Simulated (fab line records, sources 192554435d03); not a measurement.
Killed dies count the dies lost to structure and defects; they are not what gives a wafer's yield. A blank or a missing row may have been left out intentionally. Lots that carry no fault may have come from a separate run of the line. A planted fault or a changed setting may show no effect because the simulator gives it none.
Comparing a struck lot with a sound one || flow n5-finfet || 39 steps out of a route of 1938
Sound: wafers L879.1, L879.2, L879.4. Wafers struck: L887.3, L887.4, L887.5. At the end, the cause is stated.
Per side, at each step with rows, come the tool, then ch with its chambers, and then its first start. Under that, the readings that differ: sound wafers || struck wafers || difference of the means || sigmas: that difference in standard deviations of wafers without a fault.
alike: readings with means less than 2 such deviations apart, plus words and numbers identical on both sides. not compared: withheld readings, readings lacking a value on some wafer, bounds such as >300 that could conceal the same value, and numbers that have no deviation in the record and whose values overlap.
A row with sigmas, a row that says differs or no value, or rows on one side alone: a step with any of these is where the two part. When numbers do not overlap yet have no deviation, they are printed without sigmas and do not part them. Lack of a reading on every wafer of one side parts them only where that side has two or more wafers.

first, 12 steps without rows for these wafers: N5_SD_EPI_N_ETCH_35 (etches SOC in N2/H2, overetch 108 nm, time 486 s); N5_SD_EPI_N_STRIP_36 (strips in N2/H2); N5_SD_EPI_N_ETCHBACK_44 (etches SiNx in CH3F/O2, stops on SiO2, target depth 14.5 nm); N5_SD_EPI_N_ETCH_45 (etches SiOCN in CH3F/O2, target depth 6 nm); N5_SD_EPI_N_ETCH_16 (etches SiO2 in CHF3/O2, target depth 5 nm); N5_SD_EPI_N_STRIP_47 (strips in CHF3/O2); N5_SD_EPI_N_SD_RECESS_17 (chemistry HBr/Cl2/O2, target depth 41 nm, time 23.7 s, bt time 3 s); N5_SD_EPI_N_STRIP_38 (strips in N2/H2); N5_SD_EPI_N_WET_ETCH_43 (etches SiO2 in dHF, time 14 s, target depth 1.5 nm); N5_SD_EPI_N_STRIP_18 (strips in SPM, time 750 s); N5_SD_EPI_N_SRD_20 (time 30 s); N5_SD_EPI_N_PRECLEAN_48 (cleans in NF3:NH3, afs cycles 2, time 20 s, sublimation time 60 s).
N5_SD_EPI_N_VAPOR_ETCH_50: etches Si in HCl, time 54 s.
  sound on epi-rpcvd-02 ch 0, day 4 20:53; struck on epi-rpcvd-02 ch 0, day 7 00:01
{"reading": "susceptor-temp-C (C)", "sound": "774.64 775.18 774.92", "struck": "784.03 784.44 784.43", "difference": "+9.39", "sigmas": "+31"}
  alike: throttle-valve-pct
then, 24 steps without rows for these wafers: N5_SD_EPI_N_EPI_21 (deposits Si:P, time 690 s); N5_SD_EPI_N_PRECLEAN_24 (cleans in O3/DIW, time 60 s); N5_SD_EPI_N_SRD_25 (time 30 s); N5_SD_EPI_N_PRECLEAN_49 (cleans in NF3:NH3, afs cycles 1, time 20 s, sublimation time 60 s); N5_SD_EPI_N_LINER_46 (material SiNx, target thk 3 nm); N5_SD_EPI_P_COAT_34 (time 60 s, resist thk 350 nm); N5_SD_EPI_P_COAT_35 (time 60 s, resist thk 35 nm); N5_SD_EPI_P_COAT_03 (resist thk 150 nm); N5_SD_EPI_P_EBR_05; N5_SD_EPI_P_SOFTBAKE_04 (time 60 s); N5_SD_EPI_P_EXPOSE_06 (exposes mask SD P BLK, target cd 240 nm); N5_SD_EPI_P_PEB_07 (peb time 60 s); N5_SD_EPI_P_DEVELOP_08 (develop time 30 s); N5_SD_EPI_P_DESCUM_14 (chemistry O2, time 7.9 s); N5_SD_EPI_P_ETCH_36 (etches SiARC in CF4, target depth 45.5 nm, time 75.8 s); N5_SD_EPI_P_ETCH_37 (etches SOC in N2/H2, overetch 108 nm, time 486 s); N5_SD_EPI_P_STRIP_38 (strips in N2/H2); N5_SD_EPI_P_ETCHBACK_46 (etches SiNx in CH3F/O2, stops on SiO2, target depth 17.5 nm); N5_SD_EPI_P_ETCH_47 (etches SiOCN in CH3F/O2, target depth 25 nm); N5_SD_EPI_P_ETCH_16 (etches SiO2 in CHF3/O2, target depth 5 nm); N5_SD_EPI_P_STRIP_50 (strips in CHF3/O2); N5_SD_EPI_P_SD_RECESS_17 (chemistry HBr/Cl2/O2, target depth 39.1 nm, bt time 3 s); N5_SD_EPI_P_WET_ETCH_45 (etches SiO2 in dHF, time 10.7 s, target depth 2 nm, rinse time 30 s); N5_SD_EPI_P_STRIP_40 (strips in N2/H2).
-- the record jumps here: 5 days lie between the struck wafers' starts before and after (it left off in module SD_EPI_P and takes up again in module BEOL_M4, whose first step shown is number 1111 of the route) --
N5_BEOL_M4_RC_MEAS_101:
  sound on prober-02 ch 0, day 9 16:01; struck on prober-02 ch 0, day 11 21:20
{"reading": "IOFF_P (nA/um)", "sound": "0.30 0.33 0.34", "struck": "0.22 0.20 0.23", "difference": -0.11, "sigmas": -3}
{"reading": "REXT_N (ohm.um)", "sound": "75.9 75.8 74.9", "struck": "69.3 69.0 68.5", "difference": -6.6, "sigmas": -4}
{"reading": "VT_P (mV)", "sound": "-242 -242 -241", "struck": "-250 -250 -250", "difference": -8, "sigmas": -2}
  alike: DIBL_N, DIBL_P, IOFF_N, ION_N, ION_P, SS_N, SS_P, VT_N
-- record jumps: 4 days separate the struck wafers' starts on either side; left off in module BEOL_M4, taken up again in module PASSIVATION, whose first shown step is the route's number 1936 --
N5_PASSIVATION_PROBE_49:
  struck on prober-01, day 16 07:05; sound on prober-02, day 14 05:41
{"reading": "sort_bin_4_leakage (%)", "sound": "0 0 0", "struck": "0.17 0 1.78", "difference": "+0.65", "sigmas": "+30"}
  alike: defect-limited-yield, killed_at_M0_to_M3, killed_at_M4_up, killed-at-contacts, killed-at-front-end, killed-at-other, killed-dies, killed-open, killed-short, sort_bin_5_function, sort_bin_6_memory, sort-n-pass, sort-yield-pct

WHERE THEY PART
First at N5_SD_EPI_N_VAPOR_ETCH_50; last, within this record, at N5_PASSIVATION_PROBE_49.

WHY: whatever the simulator had introduced
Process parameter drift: epi-rpcvd-02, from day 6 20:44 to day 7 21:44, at N5_SD_EPI_N_VAPOR_ETCH_50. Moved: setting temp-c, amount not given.
